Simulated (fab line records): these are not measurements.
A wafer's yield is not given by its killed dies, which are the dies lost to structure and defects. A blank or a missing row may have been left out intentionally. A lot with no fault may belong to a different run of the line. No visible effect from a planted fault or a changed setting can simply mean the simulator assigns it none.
The tool behind it: which one? || flow n5 finfet || 32 wafers from 11 lots sampled at 5 of the route's 1938 steps

## WHAT THE GAUGES SHOWED, per wafer
N5_BEOL_M4_RC_MEAS_101.
{"lot": "L762", "measured": "day 7 20:04", "on": "prober-02", "DIBL_N (mV/V)": "37.4 35.6 36.4"}
{"lot": "L764", "measured": "day 8 07:10", "on": "prober-01", "DIBL_N (mV/V)": "34.1 36.9 33.7"}
{"lot": "L766", "measured": "day 8 23:21", "on": "prober-02", "DIBL_N (mV/V)": "33.7 32.2 35.7"}
{"lot": "L769", "measured": "day 9 17:04", "on": "prober-02", "DIBL_N (mV/V)": "38.5 37.1 36.1"}
{"lot": "L770", "measured": "day 10 03:58", "on": "prober-01", "DIBL_N (mV/V)": "37.1 34.3 34.3"}
{"lot": "L772", "measured": "day 10 18:43", "on": "prober-02", "DIBL_N (mV/V)": "36.3 37.7"}
{"lot": "L774", "measured": "day 10 22:04", "on": "prober-02", "DIBL_N (mV/V)": "35.3 35.9 36.4"}
{"lot": "L777", "measured": "day 12 01:01", "on": "prober-01", "DIBL_N (mV/V)": "37.8 36.3 36.0"}
{"lot": "L779", "measured": "day 12 04:14", "on": "prober-01", "DIBL_N (mV/V)": "37.1 35.7 34.8"}
{"lot": "L782", "measured": "day 13 13:07", "on": "prober-02", "DIBL_N (mV/V)": "35.4 36.8 38.6"}
{"lot": "L783", "measured": "day 13 06:37", "on": "prober-02", "DIBL_N (mV/V)": "31.8 32.8 35.6"}

## EACH LOT AND THE TOOL THAT RAN IT (in order: tool; ch and the chambers of the sampled wafers; start)
{"lot": "L762", "N5_GATE_CUT_VAPOR_ETCH_48": "rie metal-01 ch 0,1, day 4 11:13", "N5_GATE_CUT_VAPOR_ETCH_49": "rie metal-01 ch 0,1, day 4 11:15", "N5_GATE_CUT_ALD_22": "ald sin-04 ch 0,1,2, day 4 11:29", "N5_GATE_CUT_CMP_23": "cmp-01 ch 0,2,3, day 4 12:59"}
{"lot": "L764", "N5_GATE_CUT_VAPOR_ETCH_48": "rie metal-02 ch 0,1, day 4 23:49", "N5_GATE_CUT_VAPOR_ETCH_49": "rie metal-02 ch 0,1, day 4 23:51", "N5_GATE_CUT_ALD_22": "ald sin-03 ch 0,3, day 5 04:35", "N5_GATE_CUT_CMP_23": "cmp-03 ch 1,2,3, day 5 06:06"}
{"lot": "L766", "N5_GATE_CUT_VAPOR_ETCH_48": "rie metal-02 ch 0,1, day 5 16:26", "N5_GATE_CUT_VAPOR_ETCH_49": "rie metal-02 ch 0,1, day 5 16:28", "N5_GATE_CUT_ALD_22": "ald sin-04 ch 1,2, day 5 16:41", "N5_GATE_CUT_CMP_23": "cmp-01 ch 0,1,3, day 5 18:15"}
{"lot": "L769", "N5_GATE_CUT_VAPOR_ETCH_48": "rie metal-02 ch 1, day 6 11:04", "N5_GATE_CUT_VAPOR_ETCH_49": "rie metal-02 ch 1, day 6 11:08", "N5_GATE_CUT_ALD_22": "ald sin-04 ch 1,2,3, day 6 11:28", "N5_GATE_CUT_CMP_23": "cmp-03 ch 1,2,3, day 6 12:57"}
{"lot": "L770", "N5_GATE_CUT_VAPOR_ETCH_48": "rie metal-03 ch 0,1, day 6 15:16", "N5_GATE_CUT_VAPOR_ETCH_49": "rie metal-03 ch 0,1, day 6 15:17", "N5_GATE_CUT_ALD_22": "ald sin-01 ch 1,3, day 6 15:34", "N5_GATE_CUT_CMP_23": "cmp-03 ch 1,3, day 6 17:05"}
{"lot": "L772", "N5_GATE_CUT_VAPOR_ETCH_48": "rie metal-01 ch 0,1, day 7 03:20", "N5_GATE_CUT_VAPOR_ETCH_49": "rie metal-01 ch 0,1, day 7 03:22", "N5_GATE_CUT_ALD_22": "ald sin-01 ch 3, day 7 03:46", "N5_GATE_CUT_CMP_23": "cmp-04 ch 0, day 7 05:16"}
{"lot": "L774", "N5_GATE_CUT_VAPOR_ETCH_48": "rie metal-03 ch 0,1, day 7 14:58", "N5_GATE_CUT_VAPOR_ETCH_49": "rie metal-03 ch 0,1, day 7 14:59", "N5_GATE_CUT_ALD_22": "ald sin-01 ch 1,2,3, day 7 16:02", "N5_GATE_CUT_CMP_23": "cmp-01 ch 0,1,2, day 7 17:34"}
{"lot": "L777", "N5_GATE_CUT_VAPOR_ETCH_48": "rie metal-03 ch 0, day 8 06:45", "N5_GATE_CUT_VAPOR_ETCH_49": "rie metal-03 ch 0, day 8 06:47", "N5_GATE_CUT_ALD_22": "ald sin-01 ch 0,2,3, day 8 07:12", "N5_GATE_CUT_CMP_23": "cmp-03 ch 0,2,3, day 8 08:46"}
{"lot": "L779", "N5_GATE_CUT_VAPOR_ETCH_48": "rie metal-01 ch 0,1, day 8 18:22", "N5_GATE_CUT_VAPOR_ETCH_49": "rie metal-01 ch 0,1, day 8 18:23", "N5_GATE_CUT_ALD_22": "ald sin-03 ch 2,3, day 8 18:38", "N5_GATE_CUT_CMP_23": "cmp-01 ch 1,2, day 8 20:07"}
{"lot": "L782", "N5_GATE_CUT_VAPOR_ETCH_48": "rie metal-03 ch 0,1, day 9 13:08", "N5_GATE_CUT_VAPOR_ETCH_49": "rie metal-03 ch 0,1, day 9 13:10", "N5_GATE_CUT_ALD_22": "ald sin-04 ch 0,1,3, day 9 13:53", "N5_GATE_CUT_CMP_23": "cmp-03 ch 0,2,3, day 9 15:25"}
{"lot": "L783", "N5_GATE_CUT_VAPOR_ETCH_48": "rie metal-02 ch 1, day 9 19:01", "N5_GATE_CUT_VAPOR_ETCH_49": "rie metal-02 ch 1, day 9 19:02", "N5_GATE_CUT_ALD_22": "ald sin-04 ch 1,3, day 9 19:17", "N5_GATE_CUT_CMP_23": "cmp-01 ch 0,1,2, day 9 20:48"}
- N5_GATE_CUT_VAPOR_ETCH_48: etches TiN in BCl3/Cl2.
- N5_GATE_CUT_VAPOR_ETCH_49: etches TiAlC in BCl3/Cl2.
- N5_GATE_CUT_ALD_22: deposits SiNx, target thk 16 nm, pulse time 1 s, ald cycles 320.
- N5_GATE_CUT_CMP_23: polishes, stops on SiO2, t overpolish 23.4 s, target thk 16 nm.

## THE ANSWER, worked out from the rows above alone
Rule: the usual values come from the lots themselves. The widest of any qualifying gaps counts: lots, ordered by their means at a reading, are off when they make up no more than a third of the lots, leave a main group of 4 or more, and stand apart from it by 3 or more times the standard deviation of that group's means. Not used: any main group whose means are identical at the precision the tables above print for the reading. A lot without any number at a reading at which 4 lots or more have one is off too. Where the step has rows for the other lots, those lots are counted as sound.
None of the lots is off at any reading shown; this tells nothing.

## WHAT THE SIMULATOR HAD PUT IN
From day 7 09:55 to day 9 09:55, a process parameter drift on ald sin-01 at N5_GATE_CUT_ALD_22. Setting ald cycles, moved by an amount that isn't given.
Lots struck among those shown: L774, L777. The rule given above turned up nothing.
